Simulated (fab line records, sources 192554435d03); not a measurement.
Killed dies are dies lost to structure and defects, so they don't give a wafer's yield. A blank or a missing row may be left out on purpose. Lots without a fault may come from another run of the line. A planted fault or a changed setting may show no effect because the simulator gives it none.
A struck lot beside a sound one | flow n5_finfet | 40 steps out of a route of 1938
Sound: wafers L283.3, L283.4, L283.5. Struck: wafers L285.1, L285.3, L285.4. The cause comes at the end.
At each step with rows: each side's tool, then ch and its chambers, then its first start. Under that, the readings that differ: sound wafers | struck wafers | difference of the means | sigmas: that difference in standard deviations of wafers without a fault.
alike: readings whose means differ by less than 2 such deviations, and words and numbers that are the same on both sides. not compared: withheld readings, readings that some wafer has no value for, bounds like >300 that may hide the same value, and numbers for which the record gives no deviation and whose values overlap.
The two part at a step that has a row with sigmas, a row that says differs or no value, or rows on one side only. Numbers that don't overlap but have no deviation are shown without sigmas and don't part them. A reading that every wafer of one side lacks parts them only if that side has two wafers or more.

first, 10 steps without rows for these wafers: N5_MOL_CONTACT_COAG_CO_FILL_22 (material Co, precursor CCTBA/H2, target thk 20 nm); N5_MOL_CONTACT_COAG_ANNEAL_113 (time 300 s); N5_MOL_CONTACT_COAG_PRE_CLEAN_142 (time 60 s); N5_MOL_CONTACT_COAG_SPUTTER_130 (material Co, target thk 47.5 nm); N5_MOL_CONTACT_COAG_PRECLEAN_125 (cleans in DIW, time 57.5 s); N5_MOL_CONTACT_COAG_SRD_126 (dry time 32 s); N5_MOL_CONTACT_COAG_CMP_23 (polishes, stops on SiO2, t overpolish 1.5 s, target thk 0 nm); N5_MOL_CONTACT_COAG_WET_ETCH_26 (target Co, target depth 13 nm); N5_MOL_CONTACT_COAG_WET_ETCH_116 (etches the open film in SC1-inhibited, target depth 4.6 nm, rinse time 30 s); N5_MOL_CONTACT_COAG_ALD_27 (deposits SiOC, target thk 17 nm, pulse time 1.5 s, time 2720 s).
N5_MOL_CONTACT_COAG_CMP_28: polishes, stops on SiNx, t overpolish 0.85 s, target thk 14.522 nm.
  sound on cmp-01 ch 0,2,3, day 10 02:43; struck on cmp-02 ch 0,1,2, day 10 17:18
  alike: edge_zone_pressure_frac, motor_current_A, slurry_filter_dp_kPa, slurry_flow_ml_min, time_to_endpoint_s
then, 11 steps without rows for these wafers: N5_MOL_CONTACT_COAG_ALD_123 (deposits SiNx, target thk 5 nm, pulse time 1 s, purge time 2 s); N5_MOL_CONTACT_COAG_PECVD_31 (deposits SiO2 from TEOS/O2, target thk 46 nm, time 8.9 s); N5_MOL_CONTACT_COAG_COAT_75 (time 60 s, resist thk 60 nm); N5_MOL_CONTACT_COAG_COAT_76 (time 60 s, resist thk 10 nm); N5_MOL_CONTACT_COAG_COAT_77 (time 60 s, resist thk 10 nm); N5_MOL_CONTACT_COAG_COAT_78 (resist thk 40 nm); N5_MOL_CONTACT_COAG_EBR_80; N5_MOL_CONTACT_COAG_SOFTBAKE_79 (time 60 s); N5_MOL_CONTACT_COAG_EXPOSE_81 (exposes mask VG, defocus 0 nm); N5_MOL_CONTACT_COAG_PEB_82 (peb time 60 s); N5_MOL_CONTACT_COAG_DEVELOP_83 (develop time 30 s).
N5_MOL_CONTACT_COAG_INSPECT_57: inspects for defects (brightfield).
  sound on defect_inspect-01, day 10 04:05; struck on defect_inspect-01, day 10 20:09
  reading          | sound       | struck      | difference | sigmas
  raw_defect_count | 217 251 202 | 905 870 949 | +685       | +12
then, 14 steps without rows for these wafers: N5_MOL_CONTACT_COAG_DESCUM_88 (chemistry O2, time 7 s); N5_MOL_CONTACT_COAG_ETCH_89 (etches underlayer in N2/H2, target depth 13 nm, time 10.4 s); N5_MOL_CONTACT_COAG_ETCH_90 (etches SiARC in CF4, target depth 13 nm, time 21.7 s); N5_MOL_CONTACT_COAG_ALD_131 (deposits SiO2, target thk 5 nm, pulse time 1 s, co reactant pulse time 1 s); N5_MOL_CONTACT_COAG_ETCHBACK_132 (etches SiO2 in CHF3, target depth 10 nm, time 6.7 s); N5_MOL_CONTACT_COAG_ETCH_91 (etches SOC in N2/H2, target depth 60 nm, overetch 21 nm, time 101.2 s); N5_MOL_CONTACT_COAG_STRIP_92 (strips in N2/H2); N5_MOL_CONTACT_COAG_STRIP_93 (strips in N2/H2); N5_MOL_CONTACT_COAG_ETCHBACK_135 (etches SiO2 in CHF3, target depth 25 nm, time 16.7 s); N5_MOL_CONTACT_COAG_STRIP_118 (strips in CHF3); N5_MOL_CONTACT_COAG_VIA_ETCH_46 (etches SiO2 in C4F6/O2, target depth 46 nm, overetch 9.2 nm, time 40 s); N5_MOL_CONTACT_COAG_STRIP_96 (strips in N2/H2); N5_MOL_CONTACT_COAG_ETCH_47 (etches SiNx in CH3F/O2, stops on W, target depth 27 nm); N5_MOL_CONTACT_COAG_STRIP_119 (strips in N2/H2, time 30 s).
N5_MOL_CONTACT_COAG_INSPECT_42: inspects for defects (brightfield).
  sound on defect_inspect-02, day 10 05:34; struck on defect_inspect-02, day 10 21:23
  reading          | sound       | struck      | difference | sigmas
  raw_defect_count | 233 271 192 | 898 873 969 | +681       | +11
-- the record jumps here: 3 days lie between the struck wafers' starts before and after (it left off in module MOL_CONTACT_COAG and takes up again in module BEOL_M4, whose first step shown is number 1111 of the route) --
N5_BEOL_M4_RC_MEAS_101:
  sound on prober-01 ch 0, day 13 05:57; struck on prober-01 ch 0, day 13 14:38
  reading        | sound             | struck            | difference | sigmas
  DIBL_N (mV/V)  | 37.5 38.1 35.4    | 33.8 33.8 35.0    | -2.8       | -2
  IOFF_N (nA/um) | 0.166 0.177 0.134 | 0.109 0.109 0.123 | -0.045     | -2
  alike: DIBL_P, IOFF_P, ION_N, ION_P, SS_N, SS_P, VT_N, VT_P
-- the record jumps here: 4 days lie between the struck wafers' starts before and after (it left off in module BEOL_M4 and takes up again in module PASSIVATION, whose first step shown is number 1936 of the route) --
N5_PASSIVATION_PROBE_49:
  the record has rows for the struck wafers here (prober-01, day 17 22:04) and none for the sound ones

WHERE THEY PART
First at N5_MOL_CONTACT_COAG_INSPECT_57; last, within this record, at N5_PASSIVATION_PROBE_49.

WHY: what the simulator had put in
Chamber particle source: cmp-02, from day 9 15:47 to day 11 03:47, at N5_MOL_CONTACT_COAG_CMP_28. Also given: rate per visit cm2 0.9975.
